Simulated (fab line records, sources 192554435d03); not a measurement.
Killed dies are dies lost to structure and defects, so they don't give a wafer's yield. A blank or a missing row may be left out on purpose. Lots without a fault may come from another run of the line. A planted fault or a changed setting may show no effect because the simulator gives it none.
fab line records | flow n5_finfet
record lots=6 wafers=18 last_day=17
route steps=1938 shown BEOL_M1@780 BEOL_M4@1111
lots that met no fault: from a run of the same line without faults
start_h: hours from the record's first day to the start of the lot's first wafer shown | wait_h: hours since the lot's step before | " the same as in the row above | L1.1+2: a row that stands for several wafers | - no value, or no start given | * or withheld: withheld | < > ~ a bound
route shown NAME@n: a module of which the file shows steps, and the number in the route of the first | usual: mean/standard deviation of fault-free wafers | same: alike in all rows | chamber/n: place in a boat | sites: the reading at each site | _std_site: their standard deviation | _edge_site: outer sites' mean less inner sites' | radius_mm: how far each site lies from the wafer's centre | mask NAME#n: copy n | behind: the tool/chamber that last shaped the wafer | hold: why the lot was held/for how many hours/how that ended | device: the transistor (n, p or np) that didn't switch | end of line: the same wafers' tests at the end of the route | a step without rows: its recipe alone | killed: dies lost to structure and defects at the first sort, not the wafer's yield | map: a wafer's dies, x killed, . not, _ none there
set.NAME: the setting as run; set.NAME@STEP: as run at that earlier step | model.NAME: the simulator's own value behind a step, which no gauge read
lots at some steps of the route; a table a step, a row a wafer
services: from which hour (start_h, from the record's first day; less than 0 if before it) a tool's chamber was out of use, for how many hours, and why
## steps
# step N5_BEOL_M1_COAT_22
# recipe resist=CAR-EUV spin_rpm=1500 resist_thk_nm=30
# step N5_BEOL_M1_EBR_24
# recipe solvent=PGMEA ebr_width_mm=1.5
# step N5_BEOL_M1_SOFTBAKE_23
# recipe temp_c=110 time_s=60 resist=CAR-EUV
# step N5_BEOL_M1_EXPOSE_25
# recipe mask_id=V0 na=0.33 source_shape=quasar sigma_inner=0.2 sigma_outer=0.8 polarization=unpolarized defocus_nm=5 target_cd_nm=24 dose_mj=63
# step N5_BEOL_M1_PEB_26
# recipe peb_temp_c=100 peb_time_s=60 resist=CAR-EUV
# step N5_BEOL_M1_DEVELOP_27
# recipe develop_time_s=30 developer=TMAH resist=CAR-EUV rinse_liquid=surfactant_rinse dry=air_spin dev_temp_c=23
# step N5_BEOL_M1_CD_MEAS_28
# recipe landing_energy_ev=500 detector=se_inlens target_cd_y_nm=23.3
# usual cd_nm=23.92/0.26
# columns lot.wafer tool chamber start_h wait_h cd_nm
L687.1 cd_sem-02 0 147.27 - 23.30
L687.2 " 0 " " 24.00
L687.5 " 0 " " 23.80
L691.1 cd_sem-02 0 175.29 - 23.73
L691.3 " 0 " " 23.53
L691.4 " 0 " " 24.02
L695.1 cd_sem-03 0 203.26 - 24.03
L695.4 " 0 " " 24.19
L695.5 " 0 " " 24.42
L699.1 cd_sem-03 0 216.60 - 23.92
L699.4 " 0 " " 24.16
L699.5 " 0 " " 23.66
L703.2 cd_sem-02 0 247.23 - 24.05
L703.3 " 0 " " 23.80
L703.4 " 0 " " 24.03
L706.1 cd_sem-01 0 263.80 - 23.88
L706.3 " 0 " " 24.05
L706.6 " 0 " " 23.97
# step N5_BEOL_M1_OVL_MEAS_29
# recipe points_per_wafer=522
# usual V0_OVL=0.2/0.67
# columns lot.wafer tool chamber start_h wait_h V0_OVL[nm]
L687.1 overlay-02 0 147.30 0.0 0.5
L687.2 " 0 " " 0.9
L687.5 " 0 " " 0.6
L691.1 overlay-02 0 175.32 0.0 -0.1
L691.3 " 0 " " -1.2
L691.4 " 0 " " -0.3
L695.1 overlay-02 0 203.29 0.0 -0.1
L695.4 " 0 " " 0.8
L695.5 " 0 " " -1.0
L699.1 overlay-01 0 216.63 0.0 0.1
L699.4 " 0 " " 0.7
L699.5 " 0 " " 0.7
L703.2 overlay-02 0 247.27 0.0 -0.3
L703.3 " 0 " " 0.2
L703.4 " 0 " " 0.2
L706.1 overlay-01 0 263.83 0.0 0.3
L706.3 " 0 " " 1.0
L706.6 " 0 " " 0.7
# step N5_BEOL_M1_INSPECT_30
# recipe mode=adi inspect_instrument=brightfield
# usual raw_defect_count=439/110
# columns lot.wafer tool chamber start_h wait_h raw_defect_count
L687.1 defect_inspect-02 - 147.36 0.1 373
L687.2 " - " " 468
L687.5 " - " " 335
L691.1 defect_inspect-01 - 175.38 0.1 621
L691.3 " - " " 568
L691.4 " - " " 499
L695.1 defect_inspect-02 - 203.35 0.1 543
L695.4 " - " " 333
L695.5 " - " " 469
L699.1 defect_inspect-01 - 216.68 0.1 371
L699.4 " - " " 402
L699.5 " - " " 353
L703.2 defect_inspect-02 - 247.32 0.0 426
L703.3 " - " " 392
L703.4 " - " " 345
L706.1 defect_inspect-01 - 263.89 0.1 276
L706.3 " - " " 382
L706.6 " - " " 453
# step N5_BEOL_M1_DESCUM_33
# recipe chemistry=O2 time_s=7 source_power_w=50 bias_power_w=20 pressure_mtorr=20 rf_frequency_hz=2.712e+07 temp_c=40 resist=CAR-EUV o2_flow_sccm=225
# usual drypump_motor_current_A=5.4/0.43 oes_product_au=0.80/0.098 rf_vpp_V=243.4/1.4 showerhead_plenum_p_Torr=2.12/0.074 throttle_valve_pct=20.5/0.31
# columns lot.wafer tool chamber start_h wait_h drypump_motor_current_A oes_product_au rf_hours_counter_h rf_vpp_V showerhead_plenum_p_Torr throttle_valve_pct
L687.1 rie_diel-06 0 147.39 0.0 4.8 0.74 187 241.7 1.99 20.6
L687.2 " 3 " " 4.8 0.70 204 243.6 2.17 20.5
L687.5 " 0 " " 4.8 0.74 - 240.7 1.99 20.6
L691.1 rie_diel-06 3 175.41 0.0 4.8 0.70 212 246.0 2.16 20.5
L691.3 " 0 " " 4.8 0.74 195 240.7 1.99 20.6
L691.4 " 0 " " 4.8 0.74 - 240.7 1.99 20.6
L695.1 rie_diel-02 0 203.38 0.0 5.8 0.93 20 244.5 2.23 20.2
L695.4 " 2 " " 5.5 0.70 - 244.0 2.17 20.7
L695.5 " 0 " " 5.8 0.94 - 244.1 2.23 20.2
L699.1 rie_diel-04 3 216.77 0.1 5.9 0.72 219 244.6 2.18 21.1
L699.4 " 1 " " 5.3 0.74 168 242.2 2.10 20.5
L699.5 " 3 " " 5.8 0.72 - 245.0 2.18 21.2
L703.2 rie_diel-02 3 247.35 0.0 5.9 0.93 17 243.2 2.14 20.4
L703.3 " 2 " " 5.5 0.68 238 245.3 2.16 20.7
L703.4 " 1 " " 6.0 0.97 0 244.9 2.26 20.0
L706.1 rie_diel-02 3 263.93 0.0 5.9 0.93 22 242.9 2.14 20.4
L706.3 " 2 " " 5.5 0.68 243 241.9 2.16 20.8
L706.6 " 3 " " 5.9 0.92 - 244.5 2.14 20.4
# step N5_BEOL_M1_ETCH_77
# recipe chemistry=N2/H2 target=underlayer target_depth_a=65 mask_material=CAR-EUV time_s=5.2 ion_energy_ev=200 pressure_mtorr=30 source_w=840 bias_w=150 n2_flow_sccm=200 h2_flow_sccm=200 ends=cleared
# usual drypump_motor_current_A=5.4/0.43 etch_rf_on_time_s=5.15/0.13 oes_product_au=0.69/0.086 rf_vpp_V=524.4/2.8 showerhead_plenum_p_Torr=2.56/0.09 throttle_valve_pct=17.8/0.31
# columns lot.wafer tool chamber start_h wait_h drypump_motor_current_A etch_rf_on_time_s oes_product_au rf_hours_counter_h rf_vpp_V showerhead_plenum_p_Torr throttle_valve_pct
L687.1 rie_diel-06 0 147.43 0.0 4.8 5.17 0.63 187 519.4 2.42 18.0
L687.2 " 3 " " 4.8 5.16 0.62 204 523.7 2.64 18.0
L687.5 " 0 " " 4.8 5.13 0.64 - 519.2 2.42 18.0
L691.1 rie_diel-06 3 175.45 0.0 4.8 5.08 0.61 212 527.2 2.64 18.0
L691.3 " 0 " " 4.8 5.12 0.62 195 521.5 2.42 18.0
L691.4 " 0 " " 4.8 5.15 0.63 - 518.9 2.42 18.0
L695.1 rie_diel-02 0 203.42 0.0 5.8 5.09 0.80 20 528.1 2.70 17.6
L695.4 " 2 " " 5.5 5.25 0.59 - 524.1 2.63 18.1
L695.5 " 0 " " 5.8 5.12 0.78 - 529.6 2.70 17.6
L699.1 rie_diel-04 3 216.80 0.0 5.9 5.34 0.60 219 525.7 2.60 18.3
L699.4 " 1 " " 5.3 5.33 0.62 168 523.9 2.55 18.0
L699.5 " 3 " " 5.9 5.41 0.60 - 526.3 2.60 18.3
L703.2 rie_diel-02 3 247.39 0.0 5.9 5.19 0.80 17 523.0 2.61 17.9
L703.3 " 2 " " 5.5 5.13 0.60 238 525.4 2.63 18.2
L703.4 " 1 " " 6.0 5.30 0.83 0 526.3 2.69 17.0
L706.1 rie_diel-02 3 263.96 0.0 5.9 5.21 0.78 22 525.2 2.61 18.0
L706.3 " 2 " " 5.5 5.15 0.59 243 525.8 2.62 18.2
L706.6 " 3 " " 5.9 5.20 0.78 - 525.0 2.61 17.9
# step N5_BEOL_M1_ETCH_69
# recipe chemistry=CF4 target=SiARC target_depth_a=156 mask_material=CAR-EUV time_s=26 ion_energy_ev=80 pressure_mtorr=40 source_w=545 bias_w=36 Ar_flow_sccm=100 cf4_flow_sccm=100 ends=cleared
# usual drypump_motor_current_A=5.4/0.43 etch_rf_on_time_s=25.8/0.64 oes_product_au=0.69/0.087 rf_vpp_V=184.3/1.3 showerhead_plenum_p_Torr=2.16/0.07 throttle_valve_pct=15.6/0.3
# columns lot.wafer tool chamber start_h wait_h drypump_motor_current_A etch_rf_on_time_s oes_product_au rf_hours_counter_h rf_vpp_V showerhead_plenum_p_Torr throttle_valve_pct
L687.1 rie_diel-06 0 147.44 0.0 4.8 26.1 0.63 187 181.7 2.05 15.8
L687.2 " 3 " " 4.8 26.2 0.60 204 185.5 2.21 15.7
L687.5 " 0 " " 4.8 26.0 0.64 - 183.2 2.05 15.8
L691.1 rie_diel-06 3 175.46 0.0 4.8 25.9 0.61 212 185.3 2.20 15.7
L691.3 " 0 " " 4.8 25.5 0.63 195 182.3 2.05 15.9
L691.4 " 0 " " 4.8 25.7 0.63 - 182.2 2.05 15.9
L695.1 rie_diel-02 0 203.44 0.0 5.9 24.9 0.80 20 187.1 2.27 15.4
L695.4 " 2 " " 5.5 25.7 0.60 - 185.4 2.22 16.0
L695.5 " 0 " " 5.8 25.2 0.79 - 186.6 2.27 15.4
L699.1 rie_diel-04 3 216.82 0.0 5.9 26.9 0.60 219 184.5 2.21 16.1
L699.4 " 1 " " 5.3 26.5 0.63 168 183.6 2.13 15.6
L699.5 " 3 " " 5.8 27.2 0.59 - 184.1 2.21 16.1
L703.2 rie_diel-02 3 247.41 0.0 5.9 26.1 0.79 17 185.3 2.18 15.4
L703.3 " 2 " " 5.5 26.0 0.59 238 185.1 2.21 16.0
L703.4 " 1 " " 6.0 26.2 0.83 0 186.0 2.28 15.1
L706.1 rie_diel-02 3 263.98 0.0 5.9 26.3 0.78 22 183.4 2.18 15.4
L706.3 " 2 " " 5.5 26.3 0.59 243 183.5 2.21 16.0
L706.6 " 3 " " 5.9 26.1 0.79 - 184.4 2.18 15.4
# step N5_BEOL_M1_ALD_98
# recipe material=SiO2 target_thk_a=25 temp_c=100 ald_precursor_family=BDEAS ald_co_reactant=O2-plasma pulse_time_s=1 co_reactant_pulse_time_s=1 purge_time_s=2 co_reactant_purge_time_s=2 ald_cycles=17 pressure_torr=2
# usual heater_power_w=78/9.3 precursor_pulse_height_rel=0.999/0.021 susceptor_temp_C=100.00/0.14
# columns lot.wafer tool chamber start_h wait_h heater_power_w precursor_pulse_height_rel susceptor_temp_C
L687.1 ald_sin-03 1 147.53 0.1 81 1.003 100.20
L687.2 " 2 " " 70 0.995 100.01
L687.5 " 0 " " 86 1.005 100.06
L691.1 ald_sin-01 3 175.55 0.1 70 0.993 100.09
L691.3 " 2 " " 61 1.008 100.10
L691.4 " 1 " " 83 1.026 100.15
L695.1 ald_sin-01 3 203.52 0.1 57 1.010 92.86
L695.4 " 1 " " 69 1.018 92.73
L695.5 " 3 " " 58 1.007 92.76
L699.1 ald_sin-01 1 216.90 0.1 71 1.024 92.69
L699.4 " 3 " " 56 0.977 92.90
L699.5 " 1 " " 70 0.974 92.71
L703.2 ald_sin-03 1 247.56 0.1 81 1.010 99.96
L703.3 " 0 " " 86 1.005 100.07
L703.4 " 2 " " 70 0.976 100.04
L706.1 ald_sin-04 0 264.18 0.2 73 1.000 99.76
L706.3 " 1 " " 72 1.031 99.81
L706.6 " 2 " " 96 0.986 100.05
# step N5_BEOL_M1_ETCHBACK_99
# recipe chemistry=CHF3 target=SiO2 target_depth_a=50 time_s=10.4 source_w=215 bias_w=47 Ar_flow_sccm=200 CHF3_flow_sccm=12 ion_energy_ev=100 pressure_mtorr=30
# usual drypump_motor_current_A=5.5/0.43 oes_product_au=0.80/0.1 rf_vpp_V=241/5.8 showerhead_plenum_p_Torr=2.17/0.076 throttle_valve_pct=17.04/0.29
# columns lot.wafer tool chamber start_h wait_h drypump_motor_current_A oes_product_au rf_hours_counter_h rf_vpp_V showerhead_plenum_p_Torr throttle_valve_pct
L687.1 rie_diel-04 3 162.92 15.3 5.9 0.72 203 249 2.23 17.57
L687.2 " 2 " " 5.2 0.87 33 246 2.19 16.68
L687.5 " 3 " " 5.9 0.72 - 246 2.23 17.58
L691.1 rie_diel-04 3 175.99 0.4 5.9 0.72 207 248 2.23 17.58
L691.3 " 2 " " 5.2 0.87 36 248 2.19 16.66
L691.4 " 0 " " 5.6 0.93 22 239 2.19 16.73
L695.1 rie_diel-02 3 207.55 4.0 5.8 1.01 0 245 2.20 16.91
L695.4 " 2 " " 5.5 0.70 221 247 2.24 17.44
L695.5 " 1 " " 6.0 0.67 - 243 2.04 17.06
L699.1 rie_diel-04 0 227.41 10.5 5.6 0.91 37 238 2.19 16.77
L699.4 " 3 " " 5.8 0.71 222 246 2.22 17.59
L699.5 " 0 " " 5.6 0.90 - 237 2.19 16.77
L703.2 rie_diel-06 0 258.39 10.8 4.8 0.72 221 239 2.03 17.30
L703.3 " 2 " " 4.6 0.90 17 242 2.29 17.02
L703.4 " 3 " " 4.8 0.68 237 248 2.20 17.15
L706.1 rie_diel-02 3 267.08 2.8 5.9 0.91 23 243 2.19 16.93
L706.3 " 1 " " 6.0 0.96 4 248 2.31 16.59
L706.6 " 0 " " 5.8 0.88 - 240 2.26 16.76
# step N5_BEOL_M4_RC_MEAS_101
# usual DIBL_N=36.9/1.6 DIBL_P=37.1/2 IOFF_N=0.17/0.032 IOFF_P=0.22/0.036 ION_N=674/12 ION_P=463/7.8 SS_N=71.7/0.63 SS_P=73.5/0.62 VT_N=249/3.3 VT_P=-250/3.5
# columns lot.wafer tool chamber start_h wait_h DIBL_N[mV/V] DIBL_P[mV/V] IOFF_N[nA/um] IOFF_P[nA/um] ION_N[uA/um] ION_P[uA/um] SS_N[mV/dec] SS_P[mV/dec] VT_N[mV] VT_P[mV]
L687.1 prober-01 0 205.84 0.0 35.4 35.0 0.14 0.18 655 448 71.4 72.8 253 -253
L687.2 " 0 " " 37.2 38.6 0.18 0.23 686 468 71.6 74.1 247 -251
L687.5 " 0 " " 36.2 37.7 0.15 0.22 664 462 71.0 73.6 249 -253
L691.1 prober-01 0 236.56 0.0 37.3 39.2 0.18 0.24 681 466 71.1 73.2 248 -249
L691.3 " 0 " " 34.0 36.7 0.14 0.20 681 477 70.9 72.6 249 -250
L691.4 " 0 " " 33.2 35.5 0.12 0.18 654 452 70.6 72.2 254 -253
L695.1 prober-01 0 249.56 0.0 33.5 35.4 0.12 0.16 651 442 71.2 72.7 253 -258
L695.4 " 0 " " 38.0 41.7 0.21 0.25 690 473 72.3 74.5 248 -252
L695.5 " 0 " " 35.7 36.1 0.14 0.17 660 449 71.8 73.1 256 -256
L699.1 prober-01 0 275.38 0.0 38.6 40.8 0.22 0.26 691 464 72.4 74.4 244 -247
L699.4 " 0 " " 36.2 37.5 0.16 0.22 671 463 72.7 73.4 251 -250
L699.5 " 0 " " 39.0 42.0 0.25 0.31 692 473 72.6 75.1 245 -248
L703.2 prober-02 0 298.55 0.2 35.2 33.8 0.13 0.21 677 471 70.9 73.2 254 -250
L703.3 " 0 " " 34.8 32.4 0.12 0.18 657 456 71.0 72.9 254 -252
L703.4 " 0 " " 36.9 35.5 0.15 0.24 689 475 71.6 73.8 249 -248
L706.1 prober-01 0 309.93 0.0 36.5 37.0 0.16 0.23 683 469 71.9 73.0 248 -246
L706.3 " 0 " " 36.5 38.3 0.15 0.25 669 463 71.4 73.4 252 -245
L706.6 " 0 " " 36.6 37.2 0.16 0.24 675 467 71.7 73.4 249 -248
## services
# columns tool chamber start_h hours kind
ald_sin-03 3 131.97 21.6 repair
rie_diel-02 0 132.05 - clean
rie_diel-02 0 132.05 - consumable_replace:focus_ring
rie_diel-02 0 132.05 - consumable_replace:showerhead
rie_diel-02 0 132.05 15.5 scheduled_down
rie_diel-02 0 132.05 15.5 vent_cycle
ald_sin-01 - 152.16 0.5 repair
ald_sin-04 2 175.42 2.6 repair
ald_sin-03 - 177.74 14.0 pm
rie_diel-02 3 188.65 - clean
rie_diel-02 3 188.65 - consumable_replace:focus_ring
rie_diel-02 3 188.65 18.4 scheduled_down
rie_diel-02 3 188.65 18.4 vent_cycle
rie_diel-04 - 189.90 2.8 pm
ald_sin-04 0 207.03 3.6 repair
ald_sin-01 0 216.83 19.7 repair
rie_diel-02 1 217.11 - clean
rie_diel-02 1 217.11 - consumable_replace:focus_ring
rie_diel-06 1 224.30 2.0 repair
rie_diel-04 0 239.88 1.8 repair
ald_sin-01 1 240.50 14.2 repair
ald_sin-03 3 244.75 5.6 repair
rie_diel-02 1 252.83 7.7 repair
ald_sin-03 - 261.01 0.6 repair
## key
first_sign step=N5_BEOL_M1_ALD_98 reading=susceptor_temp_C direction=down sigmas=52 usual=* struck=*
effect step=N5_BEOL_M1_ALD_98 reading=heater_power_w direction=down sigmas=1.6 usual=* struck=*
met_at N5_BEOL_M1_ALD_98
struck_wafers L695.1,L695.4,L695.5,L699.1,L699.4,L699.5
onset_between 175.55 203.52
fault kind=process_parameter_drift tool=ald_sin-01 chamber=- onset_h=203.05 steps=N5_BEOL_M1_ALD_98 channel=temp_c offset=* shape=step end_h=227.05 acts_in=* stated=*
